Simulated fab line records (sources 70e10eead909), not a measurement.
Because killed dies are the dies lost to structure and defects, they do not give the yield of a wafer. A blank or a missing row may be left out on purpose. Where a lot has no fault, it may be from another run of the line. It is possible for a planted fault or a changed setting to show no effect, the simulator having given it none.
Comparing a struck lot with a sound one    flow nand-harc    13 steps out of a route of 1302
Sound: these wafers, L925.2, L925.4, L925.5. Struck: wafer L923.6 (L923.2, L923.3, from the same lot, were not struck and are left out); the cause is given at the end.
At each step with rows: each side's tool, then ch and its chambers, then its first start. Under that, the readings that differ: sound wafers    struck wafers    difference of the means    sigmas: that difference in standard deviations of wafers without a fault.
alike: readings with means less than 2 such deviations apart, plus words and numbers identical on both sides. not compared: withheld readings, readings lacking a value on some wafer, bounds such as >300 that could conceal the same value, and numbers that have no deviation in the record and whose values overlap.
A row with sigmas, a row that says differs or no value, or rows on one side alone: a step with any of these is where the two part. Numbers that have no deviation but don't overlap get no sigmas and don't part them. Lack of a reading on every wafer of one side parts them only where that side has two or more wafers.

first, 1 step without rows for these wafers: NHARC_A_WL_FILL_CVD_03 (deposits W, target thk 40 nm, time 279 s).
NHARC_A_WL_FILL_ETCHBACK_04: etches the open film in NF3, target depth 60 nm, time 120 s.
  sound on rie-metal-03 ch 0, day 25 07:30; struck on rie-metal-02 ch 0, day 23 21:34
reading                sound              struck  difference  sigmas
oes-product-au (a.u.)  0.990 0.988 0.990  1.016   +0.027      +2
  alike: drypump-motor-current-A, run-length-s
  not compared: rf-hours-counter-h
NHARC_A_WL_FILL_ETCHBACK_05: etches the open film in Cl2/BCl3, target depth 22 nm, time 60 s.
  sound on rie-metal-03 ch 0,1, day 25 07:44; struck on rie-metal-02 ch 0, day 23 21:46
reading           sound           struck  difference  sigmas
run-length-s (s)  81.5 81.8 80.7  82.5    +1.2        +2
  alike: drypump-motor-current-A, oes-product-au
  not compared: rf-hours-counter-h
NHARC_A_WL_FILL_STRIP_27: strips in N2/H2, time 20 s.
  sound on plasma-asher-01 ch 0, day 25 07:52; struck on plasma-asher-02 ch 0, day 23 21:55
  alike: drypump-motor-current-A, heater-power-w
  not compared: rf-hours-counter-h
then, 4 steps without rows for these wafers: NHARC_A_WL_FILL_STRIP_28 (strips in post etch residue remover, time 1200 s); NHARC_A_WL_FILL_PRECLEAN_06 (cleans in DIW, time 300 s); NHARC_A_WL_FILL_SRD_07; NHARC_A_WL_FILL_ANNEAL_08 (time 1800 s).
NHARC_A_WL_FILL_ALD_10: deposits SiO2, target thk 50 nm, pulse time 10 s, ald cycles 500.
  sound on ald-hk-01 ch 0,2,3, day 25 13:17; struck on ald-hk-02 ch 3, day 24 06:00
  alike: heater-power-w, precursor-pulse-height-rel
NHARC_A_WL_FILL_ETCHBACK_16: etches the open film in C4F8/O2/Ar, target depth 120 nm, time 24 s.
  sound on rie-diel-06 ch 1,2,3; struck on rie-diel-13 ch 1
  alike: oes-product-au, rf-vpp-V, run-length-s
  not compared: rf-hours-counter-h
then, 1 step without rows for these wafers: NHARC_A_WL_FILL_STRIP_29 (strips in O2, time 20 s).
NHARC_A_WL_FILL_ETCHBACK_17: etches the open film in Cl2/BCl3, target depth 4 nm, time 26.7 s.
  sound on rie-metal-02 ch 1, day 25 17:38; struck on rie-metal-01 ch 1, day 24 08:17
reading           sound           struck  difference  sigmas
run-length-s (s)  47.3 47.3 47.7  39.7    -7.7        -16
  alike: drypump-motor-current-A, oes-product-au
  not compared: rf-hours-counter-h
then, 1 step without rows for these wafers: NHARC_A_WL_FILL_PRECLEAN_18 (cleans in dHF, time 30 s).

WHERE THEY PART
First at NHARC_A_WL_FILL_ETCHBACK_04; last, within this record, at NHARC_A_WL_FILL_ETCHBACK_17.

WHY: what had been put in by the simulator
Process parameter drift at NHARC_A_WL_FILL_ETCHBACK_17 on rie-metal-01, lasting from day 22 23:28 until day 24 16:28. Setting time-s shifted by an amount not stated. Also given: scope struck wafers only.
